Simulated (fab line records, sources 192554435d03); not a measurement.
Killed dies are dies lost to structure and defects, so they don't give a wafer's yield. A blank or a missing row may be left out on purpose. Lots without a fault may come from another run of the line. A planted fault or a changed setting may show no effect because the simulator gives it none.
Which tool did it? | flow n5_finfet | 24 lots, 72 wafers sampled, at 6 steps of a route of 1938

WHAT THE GAUGES READ, wafer by wafer
The record holds no reading of a measuring or inspecting step that can be judged against a usual standard deviation.

WHICH TOOL RAN EACH LOT (tool, then ch and the chambers of the sampled wafers, then the start)
lot  | N5_BEOL_M2_DEGAS_44          | N5_BEOL_M2_ANNEAL_51             | N5_BEOL_M2_PRE_CLEAN_60          | N5_BEOL_M3_DESCUM_16               | N5_BEOL_M3_ETCH_63                 | N5_BEOL_M3_STRIP_19
L074 | pvd_sputter-02, day 6 18:50  | rtp_anneal-02 ch 0, day 6 21:30  | cvd_co-01 ch 1,2, day 6 22:03    | rie_diel-05 ch 1,3, day 6 23:18    | rie_diel-05 ch 1,3, day 6 23:22    | rie_diel-05 ch 2,3, day 6 23:40
L075 | pvd_sputter-02, day 6 22:16  | rtp_anneal-02 ch 0, day 7 00:56  | cvd_co-01 ch 1,2, day 7 01:37    | rie_diel-06 ch 0,1, day 7 03:08    | rie_diel-06 ch 0,1, day 7 03:11    | rie_diel-06 ch 1,2,3, day 7 03:30
L076 | pvd_sputter-02, day 7 13:40  | rtp_anneal-01 ch 0, day 7 17:54  | cvd_co-02 ch 0,1,2, day 7 18:32  | rie_diel-05 ch 1,2, day 7 20:49    | rie_diel-05 ch 1,2, day 7 20:52    | rie_diel-01 ch 0,1,3, day 7 21:15
L079 | pvd_sputter-02, day 8 06:41  | rtp_anneal-01 ch 0, day 8 09:19  | cvd_co-01 ch 0,1,2, day 8 09:53  | rie_diel-06 ch 0,2,3, day 8 13:52  | rie_diel-06 ch 0,2,3, day 8 13:55  | rie_diel-06 ch 0,2, day 8 14:13
L077 | pvd_sputter-03, day 8 06:44  | rtp_anneal-02 ch 0, day 8 10:37  | cvd_co-01 ch 0,1,2, day 8 11:10  | rie_diel-05 ch 0,1,3, day 8 14:07  | rie_diel-05 ch 0,1,3, day 8 14:10  | rie_diel-01 ch 2,3, day 8 14:29
L080 | pvd_sputter-03, day 8 10:15  | rtp_anneal-01 ch 0, day 8 13:10  | cvd_co-01 ch 0,1,2, day 8 13:43  | rie_diel-06 ch 2,3, day 8 14:59    | rie_diel-06 ch 2,3, day 8 15:03    | rie_diel-06 ch 1,3, day 8 15:21
L078 | pvd_sputter-03, day 8 10:20  | rtp_anneal-02 ch 0, day 8 14:35  | cvd_co-02 ch 1,2, day 8 15:14    | rie_diel-01 ch 0,2,3, day 8 18:36  | rie_diel-01 ch 0,2,3, day 8 18:39  | rie_diel-01 ch 2,3, day 8 19:12
L081 | pvd_sputter-02, day 8 14:43  | rtp_anneal-02 ch 0, day 8 17:32  | cvd_co-01 ch 0,1,2, day 8 18:17  | rie_diel-05 ch 0,1, day 8 21:07    | rie_diel-05 ch 0,1, day 8 21:11    | rie_diel-05 ch 0,1,3, day 8 21:29
L082 | pvd_sputter-03, day 8 17:38  | rtp_anneal-01 ch 0, day 8 20:16  | cvd_co-01 ch 1,2, day 8 20:51    | rie_diel-05 ch 2,3, day 8 23:40    | rie_diel-05 ch 2,3, day 8 23:43    | rie_diel-05 ch 0,1,3, day 9 00:05
L083 | pvd_sputter-02, day 8 20:58  | rtp_anneal-02 ch 0, day 8 23:53  | cvd_co-01 ch 0,1,2, day 9 00:42  | rie_diel-06 ch 0,1,2, day 9 01:49  | rie_diel-06 ch 0,1,2, day 9 01:52  | rie_diel-05 ch 0,2,3, day 9 02:11
L084 | pvd_sputter-02, day 9 14:22  | rtp_anneal-02 ch 0, day 9 16:53  | cvd_co-01 ch 1,2, day 9 17:30    | rie_diel-05 ch 0,1,2, day 9 18:34  | rie_diel-05 ch 0,1,2, day 9 18:37  | rie_diel-06 ch 1,3, day 9 18:59
L085 | pvd_sputter-02, day 9 14:44  | rtp_anneal-01 ch 0, day 9 17:41  | cvd_co-02 ch 0,2, day 9 18:31    | rie_diel-05 ch 0,1,2, day 9 20:47  | rie_diel-05 ch 0,1,2, day 9 20:50  | rie_diel-06 ch 1,3, day 9 21:09
L086 | pvd_sputter-03, day 10 01:11 | rtp_anneal-01 ch 0, day 10 05:34 | cvd_co-01 ch 1,2, day 10 06:13   | rie_diel-01 ch 1,2,3, day 10 10:11 | rie_diel-01 ch 1,2,3, day 10 10:14 | rie_diel-05 ch 0,3, day 10 10:38
L087 | pvd_sputter-03, day 10 13:59 | rtp_anneal-02 ch 0, day 10 16:43 | cvd_co-01 ch 0,2, day 10 17:21   | rie_diel-01 ch 1,2, day 10 19:56   | rie_diel-01 ch 1,2, day 10 19:59   | rie_diel-01 ch 0,1,3, day 10 20:20
L088 | pvd_sputter-02, day 11 01:02 | rtp_anneal-01 ch 0, day 11 03:57 | cvd_co-01 ch 0,1,2, day 11 04:35 | rie_diel-01 ch 0,1,2, day 11 06:09 | rie_diel-01 ch 0,1,2, day 11 06:12 | rie_diel-06 ch 1,2,3, day 11 06:31
L089 | pvd_sputter-01, day 11 02:41 | rtp_anneal-02 ch 0, day 11 05:17 | cvd_co-01 ch 0,1, day 11 05:55   | rie_diel-01 ch 1,2, day 11 08:27   | rie_diel-01 ch 1,2, day 11 08:30   | rie_diel-06 ch 0,2,3, day 11 08:52
L090 | pvd_sputter-03, day 11 02:42 | rtp_anneal-02 ch 0, day 11 05:33 | cvd_co-02 ch 0,1, day 11 06:11   | rie_diel-01 ch 2,3, day 11 08:41   | rie_diel-01 ch 2,3, day 11 08:44   | rie_diel-05 ch 1,3, day 11 09:11
L092 | pvd_sputter-02, day 11 09:01 | rtp_anneal-02 ch 0, day 11 11:51 | cvd_co-01 ch 1,2, day 11 12:26   | rie_diel-01 ch 0,2,3, day 11 14:24 | rie_diel-01 ch 0,2,3, day 11 14:27 | rie_diel-06 ch 0,2,3, day 11 14:46
L091 | pvd_sputter-01, day 11 09:06 | rtp_anneal-02 ch 0, day 11 13:56 | cvd_co-02 ch 0,1,2, day 11 14:31 | rie_diel-05 ch 0,3, day 11 17:13   | rie_diel-05 ch 0,3, day 11 17:16   | rie_diel-01 ch 1,2, day 11 17:35
L093 | pvd_sputter-02, day 11 14:00 | rtp_anneal-01 ch 0, day 11 16:30 | cvd_co-01 ch 0,1,2, day 11 17:08 | rie_diel-05 ch 1,3, day 11 18:18   | rie_diel-05 ch 1,3, day 11 18:21   | rie_diel-06 ch 1,2,3, day 11 18:39
L094 | pvd_sputter-02, day 12 02:20 | rtp_anneal-01 ch 0, day 12 06:46 | cvd_co-02 ch 1,2, day 12 07:21   | rie_diel-01 ch 0,3, day 12 09:45   | rie_diel-01 ch 0,3, day 12 09:48   | rie_diel-06 ch 1,2,3, day 12 10:07
L095 | pvd_sputter-01, day 12 07:19 | rtp_anneal-02 ch 0, day 12 10:22 | cvd_co-01 ch 0,1,2, day 12 11:00 | rie_diel-05 ch 0,1,3, day 12 13:14 | rie_diel-05 ch 0,1,3, day 12 13:17 | rie_diel-06 ch 0,2,3, day 12 13:36
L097 | pvd_sputter-02, day 12 12:58 | rtp_anneal-02 ch 0, day 12 17:25 | cvd_co-01 ch 0,1, day 12 18:02   | rie_diel-01 ch 0,1, day 12 19:38   | rie_diel-01 ch 0,1, day 12 19:41   | rie_diel-01 ch 1,2,3, day 12 20:01
L096 | pvd_sputter-02, day 12 18:00 | rtp_anneal-02 ch 0, day 12 20:44 | cvd_co-02 ch 0,2, day 12 21:22   | rie_diel-06 ch 0,2,3, day 12 22:20 | rie_diel-06 ch 0,2,3, day 12 22:23 | rie_diel-05 ch 2,3, day 12 22:44
- N5_BEOL_M2_DEGAS_44: time 60 s.
- N5_BEOL_M2_ANNEAL_51: time 90 s.
- N5_BEOL_M2_PRE_CLEAN_60: time 15 s.
- N5_BEOL_M3_DESCUM_16: chemistry O2, time 7 s.
- N5_BEOL_M3_ETCH_63: etches SiARC in CF4, target depth 15.6 nm, time 26 s.
- N5_BEOL_M3_STRIP_19: strips in O2.

WHAT THE TOOLS THEMSELVES READ (means of the sampled wafers that have a number; where no wafer has one, the mark that the record gives instead)
N5_BEOL_M2_DEGAS_44.
lot  | tool           | heater_power_w (W)
L074 | pvd_sputter-02 | 326
L075 | pvd_sputter-02 | 330
L076 | pvd_sputter-02 | 336
L079 | pvd_sputter-02 | 347
L077 | pvd_sputter-03 | 338
L080 | pvd_sputter-03 | 344
L078 | pvd_sputter-03 | 344
L081 | pvd_sputter-02 | 322
L082 | pvd_sputter-03 | 331
L083 | pvd_sputter-02 | 326
L084 | pvd_sputter-02 | 328
L085 | pvd_sputter-02 | 328
L086 | pvd_sputter-03 | 345
L087 | pvd_sputter-03 | 323
L088 | pvd_sputter-02 | 329
L089 | pvd_sputter-01 | 330
L090 | pvd_sputter-03 | 332
L092 | pvd_sputter-02 | 329
L091 | pvd_sputter-01 | 304
L093 | pvd_sputter-02 | 328
L094 | pvd_sputter-02 | 340
L095 | pvd_sputter-01 | 331
L097 | pvd_sputter-02 | 336
L096 | pvd_sputter-02 | 318

N5_BEOL_M2_ANNEAL_51.
lot  | tool          | wafer_temp_C_max
L074 | rtp_anneal-02 | 226.3
L075 | rtp_anneal-02 | 226.4
L076 | rtp_anneal-01 | 225.9
L079 | rtp_anneal-01 | 225.8
L077 | rtp_anneal-02 | 226.4
L080 | rtp_anneal-01 | 226.0
L078 | rtp_anneal-02 | 226.4
L081 | rtp_anneal-02 | 226.6
L082 | rtp_anneal-01 | 226.0
L083 | rtp_anneal-02 | 226.5
L084 | rtp_anneal-02 | 226.5
L085 | rtp_anneal-01 | 225.8
L086 | rtp_anneal-01 | 225.8
L087 | rtp_anneal-02 | 226.5
L088 | rtp_anneal-01 | 225.9
L089 | rtp_anneal-02 | 226.5
L090 | rtp_anneal-02 | 226.1
L092 | rtp_anneal-02 | 226.4
L091 | rtp_anneal-02 | 226.4
L093 | rtp_anneal-01 | 226.0
L094 | rtp_anneal-01 | 225.5
L095 | rtp_anneal-02 | 226.3
L097 | rtp_anneal-02 | 226.6
L096 | rtp_anneal-02 | 226.6

N5_BEOL_M2_PRE_CLEAN_60.
lot  | tool      | heater_power_w (W) | rf_fwd_power_W (W)
L074 | cvd_co-01 | 82                 | 296.6
L075 | cvd_co-01 | 85                 | 297.9
L076 | cvd_co-02 | 80                 | 297.5
L079 | cvd_co-01 | 88                 | 297.4
L077 | cvd_co-01 | 87                 | 297.5
L080 | cvd_co-01 | 86                 | 297.4
L078 | cvd_co-02 | 84                 | 297.9
L081 | cvd_co-01 | 87                 | 298.7
L082 | cvd_co-01 | 83                 | 297.7
L083 | cvd_co-01 | 88                 | 297.8
L084 | cvd_co-01 | 83                 | 297.5
L085 | cvd_co-02 | 85                 | 297.9
L086 | cvd_co-01 | 84                 | 298.2
L087 | cvd_co-01 | 86                 | 296.7
L088 | cvd_co-01 | 89                 | 297.6
L089 | cvd_co-01 | 91                 | 297.6
L090 | cvd_co-02 | 75                 | 296.5
L092 | cvd_co-01 | 82                 | 297.5
L091 | cvd_co-02 | 81                 | 298.4
L093 | cvd_co-01 | 87                 | 296.9
L094 | cvd_co-02 | 79                 | 297.5
L095 | cvd_co-01 | 87                 | 297.9
L097 | cvd_co-01 | 90                 | 297.4
L096 | cvd_co-02 | 89                 | 298.1

N5_BEOL_M3_DESCUM_16.
lot  | tool        | drypump_motor_current_A (A) | oes_product_au (a.u.) | rf_fwd_power_W (W) | rf_vpp_V (V) | showerhead_plenum_p_Torr (Torr) | throttle_valve_pct (%)
L074 | rie_diel-05 | 5.9                         | 0.72                  | 48.97              | 244.0        | 2.11                            | 20.37
L075 | rie_diel-06 | 5.2                         | 0.75                  | 49.22              | 242.3        | 2.04                            | 20.79
L076 | rie_diel-05 | 5.8                         | 0.70                  | 49.32              | 243.2        | 2.10                            | 20.50
L079 | rie_diel-06 | 5.8                         | 0.74                  | 49.31              | 242.4        | 2.07                            | 20.66
L077 | rie_diel-05 | 5.8                         | 0.72                  | 49.11              | 242.1        | 2.05                            | 20.41
L080 | rie_diel-06 | 6.3                         | 0.78                  | 49.47              | 243.5        | 2.11                            | 20.44
L078 | rie_diel-01 | 5.9                         | 0.75                  | 49.28              | 243.8        | 2.12                            | 20.36
L081 | rie_diel-05 | 5.9                         | 0.72                  | 49.25              | 242.1        | 1.98                            | 20.22
L082 | rie_diel-05 | 5.7                         | 0.71                  | 49.01              | 245.1        | 2.17                            | 20.63
L083 | rie_diel-06 | 5.7                         | 0.75                  | 49.24              | 242.6        | 2.06                            | 20.62
L084 | rie_diel-05 | 5.7                         | 0.71                  | 49.27              | 242.3        | 2.05                            | 20.48
L085 | rie_diel-05 | 5.7                         | 0.71                  | 49.20              | 242.4        | 2.05                            | 20.48
L086 | rie_diel-01 | 6.1                         | 0.73                  | 49.37              | 244.1        | 2.11                            | 20.23
L087 | rie_diel-01 | 6.3                         | 0.76                  | 49.49              | 243.1        | 2.12                            | 20.15
L088 | rie_diel-01 | 6.1                         | 0.76                  | 49.23              | 243.0        | 2.13                            | 20.31
L089 | rie_diel-01 | 6.4                         | 0.74                  | 49.56              | 242.1        | 2.05                            | 20.21
L090 | rie_diel-01 | 5.9                         | 0.71                  | 49.38              | 243.3        | 2.09                            | 20.33
L092 | rie_diel-01 | 5.9                         | 0.74                  | 49.26              | 243.3        | 2.11                            | 20.39
L091 | rie_diel-05 | 5.7                         | 0.72                  | 48.89              | 243.7        | 2.11                            | 20.63
L093 | rie_diel-05 | 5.9                         | 0.70                  | 48.93              | 243.5        | 2.09                            | 20.42
L094 | rie_diel-01 | 5.6                         | 0.76                  | 49.41              | 244.8        | 2.19                            | 20.52
L095 | rie_diel-05 | 5.8                         | 0.70                  | 49.14              | 243.0        | 2.04                            | 20.46
L097 | rie_diel-01 | 6.0                         | 0.77                  | 49.33              | 244.4        | 2.20                            | 20.29
L096 | rie_diel-06 | 5.8                         | 0.80                  | 49.23              | 243.4        | 2.15                            | 20.56

N5_BEOL_M3_ETCH_63.
lot  | tool        | drypump_motor_current_A (A) | etch_rf_on_time_s (s) | oes_product_au (a.u.) | rf_fwd_power_W (W) | rf_vpp_V (V) | showerhead_plenum_p_Torr (Torr) | throttle_valve_pct (%)
L074 | rie_diel-05 | 5.9                         | 26.6                  | 0.61                  | 532.1              | 184.6        | 2.17                            | 15.69
L075 | rie_diel-06 | 5.2                         | 26.9                  | 0.63                  | 531.8              | 183.3        | 2.08                            | 15.96
L076 | rie_diel-05 | 5.8                         | 26.2                  | 0.59                  | 529.8              | 184.0        | 2.14                            | 15.68
L079 | rie_diel-06 | 5.9                         | 27.0                  | 0.62                  | 531.3              | 184.1        | 2.11                            | 15.82
L077 | rie_diel-05 | 5.8                         | 26.6                  | 0.62                  | 533.0              | 183.1        | 2.11                            | 15.69
L080 | rie_diel-06 | 6.3                         | 26.4                  | 0.65                  | 529.9              | 183.8        | 2.16                            | 15.62
L078 | rie_diel-01 | 5.8                         | 26.5                  | 0.64                  | 534.0              | 185.2        | 2.18                            | 15.59
L081 | rie_diel-05 | 5.9                         | 26.4                  | 0.62                  | 533.2              | 183.2        | 2.05                            | 15.59
L082 | rie_diel-05 | 5.7                         | 26.3                  | 0.60                  | 532.5              | 183.5        | 2.21                            | 15.84
L083 | rie_diel-06 | 5.7                         | 27.1                  | 0.63                  | 530.5              | 182.9        | 2.12                            | 15.78
L084 | rie_diel-05 | 5.7                         | 26.1                  | 0.60                  | 530.5              | 183.2        | 2.09                            | 15.72
L085 | rie_diel-05 | 5.7                         | 26.3                  | 0.60                  | 530.7              | 183.6        | 2.09                            | 15.71
L086 | rie_diel-01 | 6.1                         | 25.9                  | 0.63                  | 533.7              | 184.3        | 2.16                            | 15.47
L087 | rie_diel-01 | 6.3                         | 25.4                  | 0.65                  | 531.7              | 183.9        | 2.16                            | 15.35
L088 | rie_diel-01 | 6.0                         | 25.7                  | 0.65                  | 533.3              | 184.7        | 2.17                            | 15.50
L089 | rie_diel-01 | 6.4                         | 25.9                  | 0.63                  | 531.4              | 183.9        | 2.10                            | 15.44
L090 | rie_diel-01 | 6.0                         | 26.4                  | 0.60                  | 531.4              | 183.9        | 2.15                            | 15.58
L092 | rie_diel-01 | 5.9                         | 25.9                  | 0.64                  | 530.7              | 184.6        | 2.17                            | 15.63
L091 | rie_diel-05 | 5.7                         | 26.6                  | 0.61                  | 531.4              | 184.7        | 2.17                            | 15.87
L093 | rie_diel-05 | 5.9                         | 26.4                  | 0.59                  | 532.4              | 184.5        | 2.16                            | 15.76
L094 | rie_diel-01 | 5.6                         | 25.9                  | 0.66                  | 532.4              | 185.3        | 2.24                            | 15.70
L095 | rie_diel-05 | 5.8                         | 26.3                  | 0.60                  | 531.7              | 183.9        | 2.10                            | 15.76
L097 | rie_diel-01 | 6.0                         | 25.5                  | 0.66                  | 532.0              | 185.4        | 2.23                            | 15.45
L096 | rie_diel-06 | 5.8                         | 26.4                  | 0.68                  | 531.7              | 184.8        | 2.19                            | 15.69

N5_BEOL_M3_STRIP_19.
lot  | tool        | drypump_motor_current_A (A) | oes_product_au (a.u.) | rf_vpp_V (V) | showerhead_plenum_p_Torr (Torr) | throttle_valve_pct (%)
L074 | rie_diel-05 | 5.7                         | 0.72                  | 4.0          | 2.18                            | 16.86
L075 | rie_diel-06 | 6.1                         | 0.80                  | 3.7          | 2.12                            | 16.60
L076 | rie_diel-01 | 5.9                         | 0.77                  | 4.0          | 2.20                            | 16.57
L079 | rie_diel-06 | 5.4                         | 0.70                  | 3.7          | 2.03                            | 17.12
L077 | rie_diel-01 | 6.1                         | 0.73                  | 3.5          | 2.05                            | 16.54
L080 | rie_diel-06 | 6.0                         | 0.84                  | 3.9          | 2.13                            | 16.56
L078 | rie_diel-01 | 6.1                         | 0.73                  | 3.7          | 2.05                            | 16.55
L081 | rie_diel-05 | 5.8                         | 0.72                  | 3.6          | 2.05                            | 16.70
L082 | rie_diel-05 | 5.8                         | 0.72                  | 3.1          | 2.05                            | 16.70
L083 | rie_diel-05 | 5.6                         | 0.72                  | 3.7          | 2.11                            | 16.88
L084 | rie_diel-06 | 6.1                         | 0.81                  | 3.8          | 2.12                            | 16.60
L085 | rie_diel-06 | 6.1                         | 0.81                  | 3.6          | 2.12                            | 16.60
L086 | rie_diel-05 | 5.6                         | 0.74                  | 4.1          | 2.06                            | 16.87
L087 | rie_diel-01 | 5.8                         | 0.76                  | 3.6          | 2.19                            | 16.60
L088 | rie_diel-06 | 6.2                         | 0.77                  | 3.3          | 2.11                            | 16.67
L089 | rie_diel-06 | 5.8                         | 0.82                  | 3.5          | 2.15                            | 16.75
L090 | rie_diel-05 | 5.9                         | 0.70                  | 3.6          | 2.10                            | 16.71
L092 | rie_diel-06 | 5.9                         | 0.81                  | 4.0          | 2.15                            | 16.76
L091 | rie_diel-01 | 6.3                         | 0.73                  | 4.0          | 2.06                            | 16.51
L093 | rie_diel-06 | 6.2                         | 0.75                  | 3.3          | 2.11                            | 16.67
L094 | rie_diel-06 | 6.2                         | 0.75                  | 3.2          | 2.11                            | 16.67
L095 | rie_diel-06 | 5.9                         | 0.80                  | 3.7          | 2.15                            | 16.76
L097 | rie_diel-01 | 6.1                         | 0.73                  | 4.0          | 2.11                            | 16.56
L096 | rie_diel-05 | 5.7                         | 0.78                  | 3.8          | 2.16                            | 16.78

THE ANSWER, worked out from the rows above alone
Rule: what is usual is taken from the lots themselves. Put in order of their means at a reading, lots are off if they are a third of the lots or fewer, leave a main group of 4 or more, and stand apart from it by a gap of 3 or more times the standard deviation of the main group's means; of several such gaps the widest counts. A main group whose means are all the same, to the digits that the tables above print for the reading, isn't used. A lot without any number at a reading at which 4 lots or more have one is off too. The other lots that the step has rows for count as sound. The gauges are gone through in route order, then the tools' own readings, and for those a lot's mean is taken as printed above. The first step at which some lot is off is used, and at that step the reading that is off furthest; a lot without a number counts as furthest.
No lot is off at any reading shown: from this, nothing can be told.

WHAT THE SIMULATOR HAD PUT IN
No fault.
